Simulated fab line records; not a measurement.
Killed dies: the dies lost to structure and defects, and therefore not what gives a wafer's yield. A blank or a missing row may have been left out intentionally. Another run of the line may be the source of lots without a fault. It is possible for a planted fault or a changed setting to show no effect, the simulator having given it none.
Chamber matching || flow n5 finfet || N5_SDB_ALD_29 on ald sin-02: 4 sister chambers
The step deposits SiNx, target thk 30 nm, pulse time 1 s, ald cycles 600. 4 wafers are shown with their chamber, then 11 later ones without.

WAFERS WITH THEIR CHAMBER
{"wafer": "L089.3", "chamber": 2, "heater power w (W)": 870}
{"wafer": "L089.4", "chamber": 3, "heater power w (W)": 647}
{"wafer": "L089.5", "chamber": 0, "heater power w (W)": 883}
{"wafer": "L090.2", "chamber": 1, "heater power w (W)": 877}

WAFERS WHOSE CHAMBER IS MISSING
{"wafer": "L090.3", "heater power w (W)": 884}
{"wafer": "L090.4", "heater power w (W)": 658}
{"wafer": "L093.1", "heater power w (W)": 864}
{"wafer": "L093.3", "heater power w (W)": 858}
{"wafer": "L093.6", "heater power w (W)": 890}
{"wafer": "L094.1", "heater power w (W)": 893}
{"wafer": "L094.2", "heater power w (W)": 898}
{"wafer": "L094.3", "heater power w (W)": 884}
{"wafer": "L096.4", "heater power w (W)": 665}
{"wafer": "L096.5", "heater power w (W)": 887}
{"wafer": "L096.6", "heater power w (W)": 903}

THE CHAMBER EACH PASSED THROUGH
{"wafer": "L090.3", "from the rows above": "can't be placed: 0 or 1 or 2", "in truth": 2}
{"wafer": "L090.4", "from the rows above": 3, "in truth": 3}
{"wafer": "L093.1", "from the rows above": "can't be placed: 2 or 1 or 0", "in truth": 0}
{"wafer": "L093.3", "from the rows above": "can't be placed: 2 or 1 or 0", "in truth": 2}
{"wafer": "L093.6", "from the rows above": "can't be placed: 0 or 1 or 2", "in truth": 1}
{"wafer": "L094.1", "from the rows above": "can't be placed: 0 or 1 or 2", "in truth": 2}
{"wafer": "L094.2", "from the rows above": "can't be placed: 0 or 1 or 2", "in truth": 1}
{"wafer": "L094.3", "from the rows above": "can't be placed: 0 or 1 or 2", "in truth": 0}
{"wafer": "L096.4", "from the rows above": 3, "in truth": 3}
{"wafer": "L096.5", "from the rows above": "can't be placed: 0 or 1 or 2", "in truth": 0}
{"wafer": "L096.6", "from the rows above": "can't be placed: 0 or 1 or 2", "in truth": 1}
2 of 11 placed correctly. Can't be placed from these rows: 9 (the true chamber is among the candidates in 9). Wrongly placed: 0.
How it was worked out, from the rows above alone: a wafer's distance from a chamber is the root of the sum, over the readings, of the square of ((its reading less the chamber's mean) divided by the reading's scatter). The wafer belongs to the nearest chamber; if the next one is less than 2 further off, it can't be placed. A chamber's mean is the mean of its shown wafers. The scatter (one wafer shown for each chamber): square how far every hidden wafer sits from the nearest shown wafer, average those squares and take the square root.
